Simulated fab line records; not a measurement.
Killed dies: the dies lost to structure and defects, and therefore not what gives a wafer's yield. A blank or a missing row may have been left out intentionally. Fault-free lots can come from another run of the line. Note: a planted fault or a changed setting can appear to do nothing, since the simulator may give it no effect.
Problem report in the 8D (eight disciplines) form, filled by code / flow n5_finfet / the parts of the form that need people (team, actions taken, sign-off) are left out

## 1. THE ISSUE
Wafers without a fault read 40.00 C, standard deviation 0.098; temp_c at N5_BEOL_M4_ETCH_70 reads a mean of 40.62 C on 6 wafers belonging to 2 lots. Relative to the usual mean, that is a shift of +6.3 standard deviations.
The step: etches SOC in N2/H2, target depth 80 nm, overetch 24 nm, time 130 s.
Seen first at day 10 06:38 on rie_diel-01, wafer L474.1. The record has a number at this step for 27 wafers belonging to 9 lots. By rule, "out" or "out of limits" means more than 4 standard deviations away from the usual mean. The rest of the wafers with a number are treated as sound.

## 2. WHAT IT IS, WHAT IT ISN'T
question=which readings at this step | is=temp_c | is not=bias_w, drypump_motor_current_A, oes_product_au, rf_vpp_V, showerhead_plenum_p_Torr, throttle_valve_pct
question=which lots | is=L474, L476 | is not=L467, L468, L473, L475, L484, L488, L489
question=which wafers of those lots | is=all that have a number | is not=-
question=read on which tools | is=rie_diel-01 | is not=rie_diel-03, rie_diel-05
question=when | is=from day 10 06:38 | is not=up to then (9 sound wafers); but 12 sound wafers of L475, L484, L488, L489 came after

## 3. SUSPECTS, AND WHAT RULES EACH OUT
Counting: any tool at a process step up to the reading is kept as a suspect provided that every lot that is out went through it and no sound lot did after the first of them.
- rie_diel-01 at N5_BEOL_M4_ETCHBACK_99 (etches SiO2 in CHF3, target depth 5 nm, time 10.4 s): ruled out as a lasting fault. Sound lots L488 ran on it after its first lot that is out, L474 (day 10 06:35).
- rie_diel-01 at N5_BEOL_M4_ETCH_70 (etches SOC in N2/H2, target depth 80 nm, overetch 24 nm, time 130 s): ruled out as a lasting fault. Sound lots L488 ran on it after its first lot that is out, L474 (day 10 06:38).
Left after counting: nothing in the record.

## 4. THE CAUSE (what the simulator had put in)
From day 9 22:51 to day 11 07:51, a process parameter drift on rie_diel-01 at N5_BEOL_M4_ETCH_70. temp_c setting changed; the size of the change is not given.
Counting ruled it out, wrongly.

## 5. THE EFFECT CHAIN, in route order
Each row: a reading where the mean over the struck wafers with a number is more than 3 standard deviations away from the usual. Only readings whose record carries a usual standard deviation are examined. hours: median over the lots of the time between each lot's start at the first step of this table that gives one and its start at this step. sigmas: the change, counted in usual standard deviations.
hours=0; step=N5_BEOL_M4_ETCH_70; reading=temp_c; usual=40.00 C; on struck wafers=40.62; change=+0.62; sigmas=+6.3
Its process steps:
- N5_BEOL_M4_ETCH_70: etches SOC in N2/H2, target depth 80 nm, overetch 24 nm, time 130 s.
Later steps that measure or inspect, where all struck wafers having a row at the step show a number for every such reading and not one has moved that far: N5_BEOL_M4_OCD_MEAS_38, N5_BEOL_M4_RC_MEAS_101.

## 6. HOW IT WOULD HAVE BEEN CAUGHT EARLIER
The fault began at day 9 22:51; the first out-of-limits reading in this record came at day 10 06:38, 8 hours later.
